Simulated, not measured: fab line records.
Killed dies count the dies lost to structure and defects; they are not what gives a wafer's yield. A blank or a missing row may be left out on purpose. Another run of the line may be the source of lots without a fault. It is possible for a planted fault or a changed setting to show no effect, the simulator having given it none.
fab line records | flow n5-finfet
[record] lots = 6 | wafers = 18 | last-day = 17
route steps=1938 shown MIM_BOT_LITHO@1854 MIM_BOT_ETCH@1866 PASSIVATION@1936
lots that met no fault: from a run of the same line without faults
start-h: hours from the record's first day to the start of the lot's first wafer shown | wait-h: hours elapsed since this lot's preceding step | " identical to the entry in the row above | L1.1+2: several wafers, shown together as one row | - no value present, or no start provided | * or withheld: withheld | < > ~ a bound
route shown NAME@n: a module of which the file shows steps, and the number in the route of the first | usual: mean and standard deviation over wafers with no fault | same: alike in all rows | chamber/n: place in a boat | sites: each site's reading | _std_site: how widely they spread, as a standard deviation | _edge_site: mean of outer sites minus mean of inner sites | radius-mm: how far each site lies from the wafer's centre | mask NAME#n: copy n | behind: the last tool/chamber to shape the wafer | hold: reason for holding the lot/hours on hold/outcome of the hold | device: transistor that didn't switch, given as n, p or np | end of line: the tests these same wafers got at the end of their route | a step with no rows: only its recipe | killed: the dies lost at the first sort to structure and to defects; this is not the yield of the wafer | map: the dies of a wafer, with x for killed, . for not killed, _ for no die there
set.NAME: the setting as run; set.NAME@STEP: as run at that earlier step | model.NAME: the simulator's own value behind a step, which no gauge read
certain route steps with their lots: each step a table, each wafer a row
services: when a tool's chamber went out of use (start-h, in hours from the record's first day, below 0 if earlier), for how many hours, and the reason
[[steps]]
[step N5_MIM_BOT_LITHO_HMDS_01]
[recipe] time-s = 60 | temp-c = 120
[step N5_MIM_BOT_LITHO_COAT_02]
[recipe] spin-rpm = * | resist-thk-nm = *
[step N5_MIM_BOT_LITHO_EBR_04]
[recipe] solvent = PGMEA | ebr-width-mm = 1.5
[step N5_MIM_BOT_LITHO_SOFTBAKE_03]
[recipe] temp-c = 100 | time-s = 90
[step N5_MIM_BOT_LITHO_EXPOSE_05]
[recipe] mask-id = MIM_BOT | na = 0.55 | source-shape = conventional | sigma-outer = 0.8 | polarization = unpolarized | dose-mj = 24.25
[step N5_MIM_BOT_LITHO_PEB_06]
[recipe] peb-temp-c = withheld | peb-time-s = *
[step N5_MIM_BOT_LITHO_DEVELOP_07]
[recipe] develop-time-s = 60 | rinse-liquid = diw | dry = air-spin | dev-temp-c = 21
[step N5_MIM_BOT_LITHO_HARDBAKE_09]
[recipe] temp-c = 130 | time-s = 120
[step N5_MIM_BOT_LITHO_CD_MEAS_08]
[recipe] target-cd-nm = 3000 | landing-energy-ev = 500 | detector = se-inlens | polarity = opening
[usual] cd-nm = 3000.9/2.4
[same] landing-energy-ev = 500
lot.wafer | tool      | chamber | start-h | wait-h | cd-nm
L412.2    | cd-sem-01 | 0       | 284.23  | -      | 3001.2
L412.3    | "         | 0       | "       | "      | 3003.3
L412.6    | "         | 0       | "       | "      | 3001.4
L420.2    | cd-sem-03 | 0       | 333.83  | -      | 3004.1
L420.3    | "         | 0       | "       | "      | 2998.8
L420.5    | "         | 0       | "       | "      | 2997.7
L424.1    | cd-sem-02 | 0       | 351.78  | -      | 3004.4
L424.2    | "         | 0       | "       | "      | 3000.5
L424.3    | "         | 0       | "       | "      | 3002.4
L426.1    | cd-sem-01 | 0       | 383.02  | -      | 3002.2
L426.2    | "         | 0       | "       | "      | 2998.9
L426.4    | "         | 0       | "       | "      | 2999.3
L429.1    | cd-sem-01 | 0       | 392.97  | -      | 3001.7
L429.2    | "         | 0       | "       | "      | 2998.5
L429.4    | "         | 0       | "       | "      | 2996.9
L430.3    | cd-sem-01 | 0       | 394.07  | -      | 3002.9
L430.4    | "         | 0       | "       | "      | 2996.8
L430.5    | "         | 0       | "       | "      | 3002.9
[step N5_MIM_BOT_LITHO_OVL_MEAS_11]
[recipe] points-per-wafer = 44
[usual] MIM_BOT_OVL = 3/4.9
lot.wafer | tool       | chamber | start-h | wait-h | MIM_BOT_OVL[nm]
L412.2    | overlay-02 | 0       | 284.26  | 0.0    | 4
L412.3    | "          | 0       | "       | "      | -5
L412.6    | "          | 0       | "       | "      | -2
L420.2    | overlay-01 | 0       | 333.86  | 0.0    | 9
L420.3    | "          | 0       | "       | "      | 4
L420.5    | "          | 0       | "       | "      | 1
L424.1    | overlay-01 | 0       | 351.81  | 0.0    | -7
L424.2    | "          | 0       | "       | "      | 4
L424.3    | "          | 0       | "       | "      | 3
L426.1    | overlay-01 | 0       | 383.05  | 0.0    | 6
L426.2    | "          | 0       | "       | "      | 3
L426.4    | "          | 0       | "       | "      | 4
L429.1    | overlay-01 | 0       | 393.00  | 0.0    | -5
L429.2    | "          | 0       | "       | "      | 2
L429.4    | "          | 0       | "       | "      | 4
L430.3    | overlay-02 | 0       | 394.09  | 0.0    | 3
L430.4    | "          | 0       | "       | "      | -6
L430.5    | "          | 0       | "       | "      | -2
[step N5_MIM_BOT_LITHO_INSPECT_12]
[recipe] mode = adi | inspect-instrument = macro
[usual] raw-defect-count = 2.0/1.4
lot.wafer | tool              | chamber | start-h | wait-h | raw-defect-count
L412.2    | defect-inspect-02 | -       | 284.29  | 0.0    | 3
L412.3    | "                 | -       | "       | "      | 3
L412.6    | "                 | -       | "       | "      | 6
L420.2    | defect-inspect-02 | -       | 333.88  | 0.0    | 2
L420.3    | "                 | -       | "       | "      | 2
L420.5    | "                 | -       | "       | "      | 1
L424.1    | defect-inspect-01 | -       | 351.83  | 0.0    | 1
L424.2    | "                 | -       | "       | "      | 0
L424.3    | "                 | -       | "       | "      | 4
L426.1    | defect-inspect-02 | -       | 383.07  | 0.0    | 1
L426.2    | "                 | -       | "       | "      | 1
L426.4    | "                 | -       | "       | "      | 5
L429.1    | defect-inspect-02 | -       | 393.02  | 0.0    | 4
L429.2    | "                 | -       | "       | "      | 4
L429.4    | "                 | -       | "       | "      | 3
L430.3    | defect-inspect-02 | -       | 394.12  | 0.0    | 3
L430.4    | "                 | -       | "       | "      | 3
L430.5    | "                 | -       | "       | "      | 1
[step N5_MIM_BOT_LITHO_DESCUM_10]
[recipe] chemistry = O2 | time-s = 7.9 | source-power-w = 50 | bias-power-w = 20 | pressure-mtorr = 20 | rf-frequency-hz = 2.712e+07 | temp-c = 40 | o2-flow-sccm = 225
[usual] bias-power-w = 20.00/0.054 | drypump-motor-current-A = 5.3/0.58 | oes-product-au = 0.83/0.09 | rf-vpp-V = 242.8/1.3 | showerhead-plenum-p-Torr = 2.06/0.067 | throttle-valve-pct = 20.31/0.18
lot.wafer | tool        | chamber | start-h | wait-h | bias-power-w | drypump-motor-current-A | oes-product-au | rf-hours-counter-h | rf-vpp-V | showerhead-plenum-p-Torr | throttle-valve-pct
L412.2    | rie-diel-04 | 0       | 284.76  | 0.5    | 19.94        | 5.5                     | 0.92           | 27                 | 241.9    | 2.02                     | 20.31
L412.3    | "           | 3       | "       | "      | 19.95        | 4.9                     | 0.68           | 243                | 243.2    | 2.13                     | 20.70
L412.6    | "           | 3       | "       | "      | 19.93        | 4.9                     | 0.67           | -                  | 244.4    | 2.13                     | 20.70
L420.2    | rie-diel-05 | 0       | 333.92  | 0.0    | 20.00        | 6.0                     | 0.82           | 67                 | 242.8    | 2.02                     | 19.97
L420.3    | "           | 1       | "       | "      | 19.97        | 6.4                     | 0.71           | 215                | 242.0    | 1.98                     | 20.53
L420.5    | "           | 0       | "       | "      | 19.92        | 6.0                     | 0.83           | -                  | 242.4    | 2.02                     | 19.99
L424.1    | rie-diel-05 | 1       | 351.87  | 0.0    | 20.02        | 6.4                     | 0.71           | 221                | 241.9    | 1.98                     | 20.53
L424.2    | "           | 0       | "       | "      | 20.01        | 6.0                     | 0.83           | 72                 | 242.4    | 2.02                     | 19.99
L424.3    | "           | 3       | "       | "      | 20.11        | 4.9                     | 0.69           | 248                | 240.1    | 1.99                     | 20.72
L426.1    | rie-diel-05 | 1       | 383.22  | 0.1    | 19.98        | 6.4                     | 0.69           | 234                | 243.0    | 1.97                     | 20.56
L426.2    | "           | 2       | "       | "      | 19.99        | 5.3                     | 0.78           | 131                | 242.3    | 2.11                     | 20.20
L426.4    | "           | 2       | "       | "      | 19.99        | 5.2                     | 0.77           | -                  | 243.8    | 2.11                     | 20.20
L429.1    | rie-diel-01 | 0       | 393.06  | 0.0    | 20.05        | 4.9                     | 0.81           | 90                 | 243.4    | 2.02                     | 20.38
L429.2    | "           | 3       | "       | "      | 20.02        | 4.8                     | 0.84           | 66                 | 243.2    | 2.05                     | 20.21
L429.4    | "           | 1       | "       | "      | 19.99        | 4.7                     | 0.94           | 21                 | 243.8    | 2.13                     | 20.20
L430.3    | rie-diel-01 | 0       | 394.15  | 0.0    | 20.05        | 4.9                     | 0.82           | 90                 | 242.6    | 2.02                     | 20.36
L430.4    | "           | 2       | "       | "      | 20.03        | 6.3                     | 0.85           | 63                 | 241.5    | 2.02                     | 20.19
L430.5    | "           | 3       | "       | "      | 20.04        | 4.9                     | 0.84           | -                  | 243.0    | 2.05                     | 20.20
[step N5_MIM_BOT_ETCH_ETCH_04]
[recipe] chemistry = CF4/O2 | target = SiNx | target-depth-a = 260 | time-s = 13 | ion-energy-ev = 100 | pressure-mtorr = 40 | source-w = 535 | bias-w = 49 | Ar_flow_sccm = 100 | cf4-flow-sccm = 100 | O2_flow_sccm = 10
[usual] drypump-motor-current-A = 5.3/0.58 | mfc-ar-sccm = 100.00/0.28 | oes_f_703_au = 0.82/0.084 | oes-product-au = 0.83/0.088 | rf-fwd-power-W = 531.7/1.8 | rf-vpp-V = 242/8.1 | showerhead-plenum-p-Torr = 2.18/0.064 | throttle-valve-pct = 15.85/0.23
lot.wafer | tool        | chamber | start-h | wait-h | drypump-motor-current-A | mfc-ar-sccm | oes_f_703_au | oes-product-au | rf-fwd-power-W | rf-hours-counter-h | rf-vpp-V | showerhead-plenum-p-Torr | throttle-valve-pct | model.etch.depth-nm | model.MIM_BOT_ETCH.cd-offset-nm
L412.2    | rie-diel-04 | 0       | 284.83  | 0.0    | 5.4                     | 99.65       | 0.92         | 0.93           | 532.0          | 27                 | 245      | 2.16                     | 16.05              | 26.47               | 0
L412.3    | "           | 3       | "       | "      | 4.9                     | 100.13      | 0.65         | 0.66           | 531.3          | 243                | 257      | 2.28                     | 16.44              | 24.93               | 0.2
L412.6    | "           | 3       | "       | "      | 4.9                     | 100.11      | 0.65         | 0.66           | 528.8          | -                  | 256      | 2.28                     | 16.44              | 24.9                | 0
L420.2    | rie-diel-05 | 0       | 333.98  | 0.0    | 5.9                     | 100.16      | 0.83         | 0.83           | 531.3          | 67                 | 243      | 2.13                     | 15.59              | 26.09               | 0
L420.3    | "           | 1       | "       | "      | 6.4                     | 99.93       | 0.69         | 0.70           | 534.1          | 215                | 244      | 2.11                     | 16.15              | 24.33               | 0.2
L420.5    | "           | 0       | "       | "      | 5.9                     | 100.02      | 0.82         | 0.84           | 533.9          | -                  | 244      | 2.13                     | 15.60              | 26.15               | -0.2
L424.1    | rie-diel-05 | 1       | 351.93  | 0.0    | 6.4                     | 99.84       | 0.50         | 0.60           | 401.0          | 221                | 282      | 2.11                     | 16.14              | 19                  | 0.4
L424.2    | "           | 0       | "       | "      | 6.0                     | 99.99       | 0.59         | 0.72           | 403.2          | 72                 | 281      | 2.13                     | 15.57              | 20.45               | 0.2
L424.3    | "           | 3       | "       | "      | 4.9                     | 100.42      | 0.52         | 0.60           | 404.9          | 248                | 265      | 2.08                     | 16.13              | 20.66               | 0.2
L426.1    | rie-diel-05 | 1       | 383.28  | 0.0    | 6.4                     | 100.29      | 0.50         | 0.59           | 406.3          | 234                | 282      | 2.10                     | 16.17              | 19.06               | 0.4
L426.2    | "           | 2       | "       | "      | 5.2                     | 100.03      | 0.53         | 0.66           | 406.4          | 131                | 283      | 2.21                     | 15.69              | 20.55               | 0.2
L426.4    | "           | 2       | "       | "      | 5.2                     | 99.90       | 0.55         | 0.66           | 401.9          | -                  | 281      | 2.21                     | 15.69              | 20.47               | 0
L429.1    | rie-diel-01 | 0       | 393.12  | 0.0    | 4.9                     | 100.19      | 0.76         | 0.80           | 530.1          | 90                 | 254      | 2.16                     | 15.98              | 25.33               | 0
L429.2    | "           | 3       | "       | "      | 4.9                     | 100.53      | 0.83         | 0.83           | 530.4          | 66                 | 242      | 2.13                     | 15.56              | 25.63               | -0.2
L429.4    | "           | 1       | "       | "      | 4.7                     | 100.45      | 0.94         | 0.93           | 528.9          | 21                 | 232      | 2.25                     | 15.75              | 26.15               | 0
L430.3    | rie-diel-01 | 0       | 394.22  | 0.0    | 4.9                     | 100.44      | 0.77         | 0.81           | 530.6          | 90                 | 254      | 2.16                     | 15.99              | 25.89               | 0
L430.4    | "           | 2       | "       | "      | 6.3                     | 100.10      | 0.80         | 0.82           | 531.4          | 63                 | 235      | 2.13                     | 15.79              | 25.13               | 0.2
L430.5    | "           | 3       | "       | "      | 4.8                     | 99.65       | 0.83         | 0.83           | 533.5          | -                  | 243      | 2.13                     | 15.58              | 25.71               | 0
[step N5_MIM_BOT_ETCH_ETCH_03]
[recipe] chemistry = Cl2/BCl3 | target-depth-a = 120 | pressure-mtorr = 8 | icp-w = 800 | bias-w = 100 | Cl2_flow_sccm = 20 | bcl3-flow-sccm = 80
[usual] drypump-motor-current-A = 5.5/0.42 | oes-product-au = 0.77/0.052 | rf-fwd-power-W = 796.2/2.7 | throttle-valve-pct = 27.50/0.18
lot.wafer | tool         | chamber | start-h | wait-h | drypump-motor-current-A | oes-product-au | rf-fwd-power-W | rf-hours-counter-h | throttle-valve-pct
L412.2    | rie-metal-02 | 1       | 284.92  | 0.1    | 5.2                     | 0.71           | 800.0          | 56                 | 27.18
L412.3    | "            | 0       | "       | "      | 6.2                     | 0.73           | 796.4          | -                  | 27.81
L412.6    | "            | 1       | "       | "      | 5.2                     | 0.72           | 798.8          | -                  | 27.19
L420.2    | rie-metal-01 | 0       | 334.07  | 0.1    | 5.9                     | 0.75           | 795.7          | 51                 | 27.52
L420.3    | "            | 0       | "       | "      | 5.9                     | 0.75           | 798.1          | -                  | 27.52
L420.5    | "            | 1       | "       | "      | 5.2                     | 0.83           | 796.8          | -                  | 27.53
L424.1    | rie-metal-01 | 1       | 352.02  | 0.1    | 5.2                     | 0.82           | 798.2          | 19                 | 27.54
L424.2    | "            | 1       | "       | "      | 5.1                     | 0.82           | 791.4          | -                  | 27.55
L424.3    | "            | 1       | "       | "      | 5.1                     | 0.82           | 792.1          | -                  | 27.54
L426.1    | rie-metal-01 | 1       | 383.37  | 0.1    | 5.2                     | 0.80           | 796.3          | 22                 | 27.54
L426.2    | "            | 0       | "       | "      | 5.9                     | 0.75           | 802.9          | 54                 | 27.53
L426.4    | "            | 0       | "       | "      | 5.9                     | 0.74           | 800.8          | -                  | 27.52
L429.1    | rie-metal-02 | 0       | 393.22  | 0.1    | 6.2                     | 0.71           | 794.8          | 84                 | 27.84
L429.2    | "            | 1       | "       | "      | 5.1                     | 0.69           | 799.0          | 68                 | 27.22
L429.4    | "            | 1       | "       | "      | 5.1                     | 0.68           | 796.0          | -                  | 27.22
L430.3    | rie-metal-03 | 0       | 394.37  | 0.1    | 5.2                     | 0.76           | 795.8          | -                  | 27.41
L430.4    | "            | 0       | "       | "      | 5.2                     | 0.76           | 798.8          | -                  | 27.41
L430.5    | "            | 0       | "       | "      | 5.2                     | 0.76           | 797.4          | -                  | 27.42
[step N5_PASSIVATION_PROBE_49]
[usual] defect-limited-yield = 91.1/1.5 | killed_at_M0_to_M3 = 35/11 | killed_at_M4_up = 13/5.7 | killed-at-contacts = 12/5.7 | killed-at-front-end = 40/11 | killed-at-other = 4/4.4 | killed-dies = 105/18 | killed-on-rim = 14/3.9 | killed-open = 68/14 | killed-short = 34/7.4 | sort_bin_4_leakage = 0.00/0.011 | sort_bin_5_function = 5.2/1 | sort_bin_6_memory = 3.3/0.67 | sort_bin_8_speed = 0.04/0.29 | sort-n-pass = 1074/18 | sort-yield-pct = 91.0/1.5
[same] gross-dies = 1180 | killed-at-back-side = 0
lot.wafer | tool      | chamber | start-h | wait-h | defect-limited-yield[%] | killed_at_M0_to_M3 | killed_at_M4_up | killed-at-contacts | killed-at-front-end | killed-at-other | killed-dies | killed-on-rim | killed-open | killed-short | sort_bin_4_leakage[%] | sort_bin_5_function[%] | sort_bin_6_memory[%] | sort_bin_8_speed[%] | sort-n-pass | sort-yield-pct[%]
L420.2    | prober-02 | -       | 345.91  | 0.4    | 91.3                    | 25                 | 10              | 11                 | 56                  | 1               | 103         | 11            | 67          | 33           | 0                     | 4.7                    | 3.7                  | 0                   | 1077        | 91.3
L420.3    | prober-02 | -       | 345.96  | 0.4    | 91.6                    | 32                 | 19              | 4                  | 39                  | 5               | 99          | 15            | 75          | 24           | 0                     | 4.6                    | 3.6                  | 0                   | 1081        | 91.6
L420.5    | prober-02 | -       | 346.06  | 0.5    | 91.4                    | 40                 | 21              | 14                 | 23                  | 4               | 102         | 17            | 63          | 34           | 0                     | 4.2                    | 3.6                  | 0                   | 1078        | 91.4
L424.1    | prober-02 | -       | 363.64  | 0.5    | 92.0                    | 39                 | 7               | 9                  | 28                  | 11              | 94          | 14            | 67          | 22           | 0                     | 4.4                    | 3.0                  | 0                   | 1086        | 92.0
L424.2    | prober-02 | -       | 363.69  | 0.5    | 86.6                    | 42                 | 4               | 7                  | 37                  | 68              | 158         | 8             | 66          | 29           | 0                     | 10.3                   | 2.6                  | 0                   | 1022        | 86.6
L424.3    | prober-02 | -       | 363.74  | 0.6    | 82.2                    | 29                 | 14              | 4                  | 29                  | 134             | 210         | 12            | 55          | 26           | 0                     | 14.8                   | 2.8                  | 0.08                | 969         | 82.1
L426.1    | prober-01 | -       | 391.88  | 0.0    | 89.8                    | 48                 | 9               | 16                 | 30                  | 17              | 120         | 8             | 70          | 31           | 0                     | 6.5                    | 3.5                  | 0                   | 1060        | 89.8
L426.2    | prober-01 | -       | 391.93  | 0.1    | 92.0                    | 37                 | 13              | 6                  | 23                  | 15              | 94          | 8             | 47          | 32           | 0                     | 5.7                    | 1.9                  | 0                   | 1086        | 92.0
L426.4    | prober-01 | -       | 392.03  | 0.2    | 88.1                    | 56                 | 13              | 15                 | 33                  | 24              | 141         | 21            | 73          | 40           | 0                     | 7.5                    | 3.8                  | 0                   | 1039        | 88.1
// killed by level:class
L420.2 STI_FIN_REVEAL:geometric-particle:open=25 MOL_CONTACT_COAG:geometric-particle:open=8 BEOL_M0_SAQP:geometric-particle:open=8 BEOL_M0_SAQP:geometric-particle:short=7 GATE_CUT:geometric-particle:short=5 FIN_SAQP:geometric-particle:short=4 FIN_SAQP:geometric-particle:open=4 BEOL_M2:geometric-particle:open=4
L420.3 STI_FIN_REVEAL:geometric-particle:open=16 BEOL_M4:geometric-particle:open=11 BEOL_M0_SAQP:geometric-particle:open=10 BEOL_M3:geometric-particle:open=9 FIN_SAQP:geometric-particle:open=6 GATE_CUT:geometric-particle:short=4 BEOL_M2:geometric-particle:open=4 MOL_CONTACT_COAG:geometric-particle:open=3
L420.5 BEOL_M0_SAQP:geometric-particle:short=15 MOL_CONTACT_COAG:geometric-particle:open=12 BEOL_M0_SAQP:geometric-particle:open=10 BEOL_M3:geometric-particle:open=7 BEOL_M5:geometric-particle:open=6 FIN_SAQP:geometric-particle:open=5 DUMMY_GATE:geometric-particle:open=5 BEOL_M4:geometric-particle:open=5
L424.1 BEOL_M1:geometric-particle:open=8 MOL_CONTACT_COAG:geometric-particle:open=8 BEOL_M0_SAQP:geometric-particle:open=8 BEOL_M2:geometric-particle:open=7 FIN_SAQP:geometric-particle:short=6 BEOL_M0_SAQP:geometric-particle:short=6 FIN_SAQP:geometric-particle:open=5 BEOL_M0:geometric-particle:open=5
L424.2 PASSIVATION:area-etch=57 BEOL_M1:geometric-particle:open=11 STI_FIN_REVEAL:geometric-particle:open=8 DUMMY_GATE:geometric-particle:open=8 BEOL_M3:geometric-particle:open=8 PASS1_CAP:geometric-particle:open=6 BEOL_M2:geometric-particle:open=6 FIN_SAQP:geometric-particle:open=5
L424.3 PASSIVATION:area-etch=127 BEOL_M0_SAQP:geometric-particle:open=10 BEOL_M2:geometric-particle:open=7 FIN_SAQP:geometric-particle:short=5 STI_FIN_REVEAL:geometric-particle:open=5 GATE_CUT:geometric-particle:short=4 MOL_CONTACT_COAG:geometric-particle:open=4 BEOL_M0_SAQP:geometric-particle:short=4
L426.1 MOL_CONTACT_COAG:geometric-particle:open=16 BEOL_M2:geometric-particle:open=13 BEOL_M0_SAQP:geometric-particle:short=12 MIM_TOP_ETCH:area-etch=11 BEOL_M1:geometric-particle:open=10 DUMMY_GATE:geometric-particle:open=8 FIN_CUT:area-etch=5 FIN_SAQP:geometric-particle:open=4
L426.2 MIM_TOP_ETCH:area-etch=14 BEOL_M0_SAQP:geometric-particle:short=10 BEOL_M4:geometric-particle:short=9 BEOL_M3:geometric-particle:open=8 BEOL_M2:geometric-particle:open=7 DUMMY_GATE:geometric-particle:open=6 MOL_CONTACT_COAG:geometric-particle:open=6 BEOL_M0_SAQP:geometric-particle:open=6
L426.4 MIM_TOP_ETCH:area-etch=22 BEOL_M1:geometric-particle:open=13 BEOL_M2:geometric-particle:open=11 MOL_CONTACT_COAG:geometric-particle:open=10 BEOL_M0_SAQP:geometric-particle:short=8 FIN_SAQP:geometric-particle:open=7 BEOL_M0_SAQP:geometric-particle:open=7 BEOL_M1:geometric-particle:short=7
[[services]]
tool         | chamber | start-h | hours | kind
rie-metal-02 | -       | 268.80  | 1.4   | pm
rie-diel-01  | 0       | 269.87  | 1.4   | repair
rie-metal-03 | -       | 275.15  | 2.8   | pm
rie-diel-05  | -       | 282.41  | 10.9  | repair
rie-diel-04  | 3       | 299.41  | -     | clean
rie-diel-04  | 3       | 299.41  | -     | consumable-replace:focus-ring
rie-diel-04  | 3       | 299.41  | 19.9  | scheduled-down
rie-diel-04  | 3       | 299.41  | 19.9  | vent-cycle
rie-diel-05  | 2       | 299.44  | 23.6  | repair
rie-diel-01  | 1       | 317.11  | -     | clean
rie-diel-01  | 1       | 317.11  | -     | consumable-replace:focus-ring
rie-diel-01  | 1       | 317.11  | 17.8  | scheduled-down
rie-diel-01  | 1       | 317.11  | 17.8  | vent-cycle
rie-diel-05  | 1       | 319.97  | 6.9   | repair
rie-diel-04  | 2       | 320.59  | 4.6   | repair
rie-diel-04  | 2       | 325.46  | -     | clean
rie-metal-01 | 0       | 341.88  | 13.9  | repair
rie-diel-01  | 1       | 350.04  | 2.2   | repair
rie-diel-05  | 3       | 359.09  | -     | clean
rie-diel-05  | 3       | 359.09  | -     | consumable-replace:focus-ring
rie-diel-05  | 3       | 359.09  | -     | consumable-replace:showerhead
rie-diel-05  | 3       | 359.09  | 24.8  | scheduled-down
rie-diel-05  | 3       | 359.09  | 24.8  | vent-cycle
rie-diel-01  | 3       | 370.96  | 4.0   | repair
[[key]]
[first-sign] step = N5_MIM_BOT_ETCH_ETCH_04 | reading = rf-fwd-power-W | direction = down | sigmas = 70 | usual = * | struck = *
[effect] step = N5_MIM_BOT_ETCH_ETCH_04 | reading = rf-vpp-V | direction = up | sigmas = 4.6 | usual = 242 | struck = 279
[model-effect] step = N5_MIM_BOT_ETCH_ETCH_04 | value = etch.depth-nm | without = 25.43 | struck = 20.03
met-at N5_MIM_BOT_ETCH_ETCH_04
struck-wafers L424.1,L424.2,L424.3,L426.1,L426.2,L426.4
[baseline-loss] step = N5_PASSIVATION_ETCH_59 | wafers = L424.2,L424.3
[baseline-loss] step = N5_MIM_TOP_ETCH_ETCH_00 | wafers = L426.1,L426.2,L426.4
onset-between 333.98 351.93
[fault] kind = process-parameter-drift | tool = rie-diel-05 | chamber = - | onset-h = 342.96 | steps = N5_MIM_BOT_ETCH_ETCH_04 | channel = source-w | offset = -128.4 | shape = step | end-h = 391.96 | acts-in = these-recipes-only | stated = 535
// baseline-loss: these wafers lose ten dies or more at that step, a loss of the line's own and not of a fault; the sort's usual values leave them out
